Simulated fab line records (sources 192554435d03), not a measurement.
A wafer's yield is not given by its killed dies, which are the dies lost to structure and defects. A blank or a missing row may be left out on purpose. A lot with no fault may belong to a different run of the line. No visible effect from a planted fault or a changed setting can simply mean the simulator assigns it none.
Which tool did it?	flow n5 finfet	66 wafers from 22 lots sampled at 2 of the route's 1938 steps

## WHAT THE GAUGES SHOWED, per wafer
N5_MOL_CONTACT_COAG_THK_MEAS_53.
lot	measured	on	VIA_MOL_THK (nm)
L074	day 5 06:50	film metro-01	43.6 43.4 44.7
L075	day 5 15:32	film metro-01	43.6 44.8 44.8
L076	day 5 20:45	film metro-01	43.4 44.1 44.2
L077	day 5 22:34	film metro-02	43.7 43.8 44.2
L078	day 6 05:39	film metro-01	44.4 44.8 45.0
L079	day 6 17:07	film metro-02	43.5 43.2 44.6
L080	day 6 20:27	film metro-01	43.8 44.4 44.2
L082	day 7 13:07	film metro-02	44.0 44.2 44.1
L083	day 7 14:43	film metro-02	43.3 44.8 44.0
L085	day 8 02:58	film metro-01	44.1 43.9 44.8
L086	day 8 07:41	film metro-02	44.1 44.0 44.4
L087	day 8 12:13	film metro-02	44.8 43.8 43.7
L088	day 8 21:29	film metro-02	43.1 43.6 44.1
L089	day 9 02:41	film metro-02	44.0 45.3 45.5
L090	day 9 03:49	film metro-01	43.7 43.6 44.0
L091	day 9 09:26	film metro-01	43.4 44.3 44.9
L092	day 9 16:30	film metro-02	43.2 43.4 44.0
L093	day 9 22:41	film metro-01	43.7 43.4 44.2
L094	day 10 10:08	film metro-01	43.6 44.8 45.1
L095	day 10 10:20	film metro-02	44.0 45.1 44.7
L096	day 10 18:31	film metro-02	43.3 44.3 43.7
L097	day 10 22:19	film metro-02	43.6 44.0 44.2

## WHAT TOOL EACH LOT RAN ON (gives the tool, then ch and the chambers of the sampled wafers, and finally the start)
lot	N5_MOL_CONTACT_COAG_VIA_ETCH_117
L074	rie diel-04 ch 1,2,3, day 5 05:44
L075	rie diel-01 ch 0,2,3, day 5 14:18
L076	rie diel-01 ch 0,2, day 5 19:39
L077	rie diel-04 ch 0,2,3, day 5 21:25
L078	rie diel-04 ch 0,1,2, day 6 04:31
L079	rie diel-04 ch 0,1,2, day 6 16:02
L080	rie diel-01 ch 1,2, day 6 19:21
L082	rie diel-03 ch 0,1,2, day 7 11:26
L083	rie diel-01 ch 0,1,3, day 7 13:33
L085	rie diel-04 ch 1,2,3, day 8 01:52
L086	rie diel-04 ch 0,2,3, day 8 06:35
L087	rie diel-03 ch 1,2,3, day 8 10:58
L088	rie diel-03 ch 2,3, day 8 20:23
L089	rie diel-04 ch 0,1,3, day 9 01:34
L090	rie diel-04 ch 1,3, day 9 02:43
L091	rie diel-04 ch 0,1, day 9 08:20
L092	rie diel-04 ch 0,2,3, day 9 15:23
L093	rie diel-03 ch 0,2,3, day 9 21:34
L094	rie diel-03 ch 0,3, day 10 09:03
L095	rie diel-01 ch 1,3, day 10 09:14
L096	rie diel-01 ch 0,3, day 10 17:25
L097	rie diel-01 ch 0,1, day 10 21:07
- N5_MOL_CONTACT_COAG_VIA_ETCH_117: etches SiO2 in C4F6/O2, target depth 40 nm, overetch 8 nm, time 26 s.

## AS READ BY THE TOOLS THEMSELVES (means over the sampled wafers that have a number; for cases with no such wafer, the mark the record gives instead)
N5_MOL_CONTACT_COAG_VIA_ETCH_117.
lot	tool	C4F6_flow_sccm (sccm)	drypump motor current A (A)	oes product au (a.u.)	rf vpp V (V)	showerhead plenum p Torr (Torr)	throttle valve pct (%)
L074	rie diel-04	9.989	5.52	0.66	1580	2.78	40.7
L075	rie diel-01	10.002	5.47	0.73	1566	2.81	40.6
L076	rie diel-01	10.002	5.62	0.68	1576	2.79	41.0
L077	rie diel-04	10.004	5.39	0.66	1569	2.82	40.8
L078	rie diel-04	10.041	5.60	0.65	1571	2.79	41.0
L079	rie diel-04	9.976	5.61	0.65	1572	2.78	41.0
L080	rie diel-01	9.992	5.72	0.66	1581	2.71	40.8
L082	rie diel-03	10.026	5.53	0.77	1569	2.97	41.3
L083	rie diel-01	10.015	5.41	0.69	1579	2.80	40.6
L085	rie diel-04	9.996	5.51	0.65	1580	2.77	40.7
L086	rie diel-04	9.990	5.39	0.64	1569	2.81	40.8
L087	rie diel-03	9.996	5.41	0.72	1548	2.95	41.5
L088	rie diel-03	10.012	5.09	0.79	1543	2.98	41.5
L089	rie diel-04	9.998	5.56	0.65	1574	2.78	40.9
L090	rie diel-04	9.986	5.69	0.65	1585	2.75	40.8
L091	rie diel-04	10.015	5.79	0.64	1574	2.75	41.1
L092	rie diel-04	10.015	5.40	0.72	1569	2.80	40.7
L093	rie diel-03	10.001	5.40	0.77	1551	2.93	41.1
L094	rie diel-03	10.019	5.70	0.77	1560	2.88	40.7
L095	rie diel-01	9.972	5.51	0.66	1582	2.70	40.5
L096	rie diel-01	10.019	5.30	0.68	1571	2.85	40.7
L097	rie diel-01	10.015	5.54	0.62	1598	2.76	40.8

## THE ANSWER, worked out from the rows above alone
Rule: what is usual is taken from the lots themselves. Put in order of their means at a reading, lots are off if they are a third of the lots or fewer, leave a main group of 4 or more, and stand apart from it by a gap of 3 or more times the standard deviation of the main group's means; of several such gaps the widest counts. A main group whose means are all the same, to the digits that the tables above print for the reading, isn't used. A lot without any number at a reading at which 4 lots or more have one is off too. Where the step has rows for the other lots, those lots are counted as sound. After the gauges, taken in route order, come the tools' own readings; for these a lot's mean is taken, as printed above. At the first step where some lot is off, the reading lying furthest off is the one used; lots without a number count as furthest.
Nothing can be told from this: no lot is off at any reading shown.

## WHAT THE SIMULATOR HAD INSERTED
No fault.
